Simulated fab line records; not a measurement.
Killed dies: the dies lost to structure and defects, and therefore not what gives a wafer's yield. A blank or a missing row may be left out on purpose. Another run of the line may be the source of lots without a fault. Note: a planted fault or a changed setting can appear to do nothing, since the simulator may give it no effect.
Struck lot and sound lot, side by side :: flow n5 finfet :: 27 out of 1938 route steps
Sound: these wafers, L398.2, L398.4, L398.6. Struck: wafers L417.3, L417.5. (L417.1 of the same lot was not struck and is left out.) The cause comes at the end.
At each step with rows: each side's tool, then ch and its chambers, then its first start. Under that, the readings that differ: sound wafers :: struck wafers :: difference of the means :: sigmas: that difference in standard deviations of wafers without a fault.
alike: readings whose means differ by less than 2 such deviations, and words and numbers that are the same on both sides. not compared: withheld readings, readings that some wafer has no value for, bounds like >300 that may hide the same value, and numbers for which the record gives no deviation and whose values overlap.
The two part at a step that has a row with sigmas, a row that says differs or no value, or rows on one side only. Numbers that don't overlap but have no deviation are shown without sigmas and don't part them. A reading that every wafer of one side lacks parts them only if that side has two wafers or more.

first, 1 step without rows for these wafers: N5_STI_FIN_REVEAL_CMP_04 (polishes, stops on Si3N4, t overpolish 4 s, target thk 131.83 nm).
N5_STI_FIN_REVEAL_THK_MEAS_05:
  sound on film metro-02 at day 2 11:02; struck on film metro-02 at day 7 04:46
  alike: thk nm
N5_STI_FIN_REVEAL_DENSIFY_30:
  sound on rtp anneal-01 ch 0, day 2 11:13; struck on rtp anneal-02 ch 0, day 7 05:05
  alike: lamp power pct, lamp_zone_4_pct, lamp_zone_6_pct
  not compared: wafer_temp_C_max
N5_STI_FIN_REVEAL_ETCHBACK_08: etches SiO2 in C4F6/O2, target depth 30.5 nm, time 10.167 s.
  sound on rie diel-03 ch 0,1,3, day 2 11:25; struck on rie diel-03 ch 2,3, day 7 05:17
  alike: O2_flow_sccm, bias w, drypump motor current A, oes product au, rf vpp V, showerhead plenum p Torr, throttle valve pct
  not compared: rf hours counter h
then, 5 steps without rows for these wafers: N5_STI_FIN_REVEAL_STRIP_24 (strips in N2/H2, time 90 s); N5_STI_FIN_REVEAL_PRECLEAN_25 (cleans in SPM, time 90 s); N5_STI_FIN_REVEAL_PRECLEAN_26 (cleans in SC1, time 45 s); N5_STI_FIN_REVEAL_PRECLEAN_29 (cleans in DHF, time 30 s); N5_STI_FIN_REVEAL_SRD_12 (time 30 s).
N5_STI_FIN_REVEAL_RECESS_09: chemistry HF/NH3, target SiO2, afs cycles 11, target depth 42.5 nm, sublimation time 60 s.
  sound on vapor etch-02 ch 1, day 2 11:40; struck on vapor etch-02 ch 0,1, day 7 05:33
  alike: drypump motor current A, sublimation temp c
then, 2 steps without rows for these wafers: N5_STI_FIN_REVEAL_STRIP_16 (strips SiNx in H3PO4, target depth 23.8 nm); N5_STI_FIN_REVEAL_PRECLEAN_17 (cleans in NF3:NH3, afs cycles 1, time 20 s, sublimation time 60 s).
N5_STI_FIN_REVEAL_ETCH_34: etches Si in H2, material Si, target depth 0.97 nm.
  sound on rie si-02 ch 0,2, day 2 13:45; struck on rie si-02 ch 2, day 7 07:38
reading: oes product au (a.u.)
sound: 0.969 1.020 1.019
struck: 0.960 0.961
difference: -0.042
sigmas: -2
  alike: drypump motor current A, throttle valve pct
  not compared: rf hours counter h
N5_STI_FIN_REVEAL_OXIDATION_31: chemistry O2 PLASMA REMOTE, time 20 s.
  sound on plasma asher-01 ch 0,1, day 2 13:49; struck on plasma asher-01 ch 0,1, day 7 07:53
  alike: drypump motor current A, heater power w
  not compared: rf hours counter h
then, 3 steps without rows for these wafers: N5_STI_FIN_REVEAL_PRECLEAN_32 (cleans in NF3:NH3, afs cycles 1, time 20 s, sublimation time 60 s); N5_STI_FIN_REVEAL_STRIP_35 (strips Si3N4 in H3PO4, target depth 4 nm, time 39 s); N5_STI_FIN_REVEAL_SRD_21 (time 30 s).
N5_STI_FIN_REVEAL_OXIDATION_33: chemistry O2 PLASMA REMOTE, time 20 s.
  sound on plasma asher-01 ch 0,1, day 2 14:10; struck on plasma asher-01 ch 0,1, day 7 08:16
  alike: drypump motor current A, heater power w
  not compared: rf hours counter h
then, 2 steps without rows for these wafers: N5_STI_FIN_REVEAL_CLEAN_19 (cleans in O3/DIW, time 120 s); N5_STI_FIN_REVEAL_SRD_23 (time 30 s).
N5_STI_FIN_REVEAL_CD_MEAS_22: target cd 6.238 nm, pitch 28 nm.
  sound on cd sem-01 at day 2 14:20; struck on cd sem-02 at day 7 08:25
  alike: cd nm
N5_STI_FIN_REVEAL_FIN_H_MEAS_10:
  sound on ocd-02 at day 2 14:22; struck on ocd-01 at day 7 08:27
  alike: trench depth nm
then, 2 steps without rows for these wafers: N5_STI_FIN_REVEAL_PRECLEAN_18 (cleans in SC2, time 45 s); N5_STI_FIN_REVEAL_SRD_28 (time 30 s).
N5_STI_FIN_REVEAL_INSPECT_13: inspects for defects (darkfield).
  sound on defect inspect-01 at day 2 14:29; struck on defect inspect-01 at day 7 08:32
reading: raw defect count
sound: 19 16 17
struck: 305 260
difference: +265
sigmas: +53
then, 1 step without rows for these wafers: N5_DUMMY_GATE_PRECLEAN_00 (cleans in O3/DIW, time 60 s).
-- a jump in the record: the struck wafers' starts before and after are 12 days apart (it breaks off in module DUMMY_GATE and resumes in module PASSIVATION, where the first step shown is number 1936 of the route) --
N5_PASSIVATION_PROBE_49:
  sound on prober-01 at day 14 14:31; struck on prober-01 at day 19 12:41
reading: killed at front end
sound: 36 43 66
struck: 120 122
difference: +73
sigmas: +6

reading: killed dies
sound: 84 85 116
struck: 197 176
difference: +92
sigmas: +5
  alike: killed_at_M0_to_M3, killed_at_M4_up, killed at contacts, killed at other, killed on rim, killed open, killed short

== WHERE THEY PART ==
Last at N5_PASSIVATION_PROBE_49 as far as this record goes, first at N5_STI_FIN_REVEAL_ETCH_34.

WHY: what the simulator had put in
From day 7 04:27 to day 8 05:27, rie si-02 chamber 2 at N5_STI_FIN_REVEAL_ETCH_34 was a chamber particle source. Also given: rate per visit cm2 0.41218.
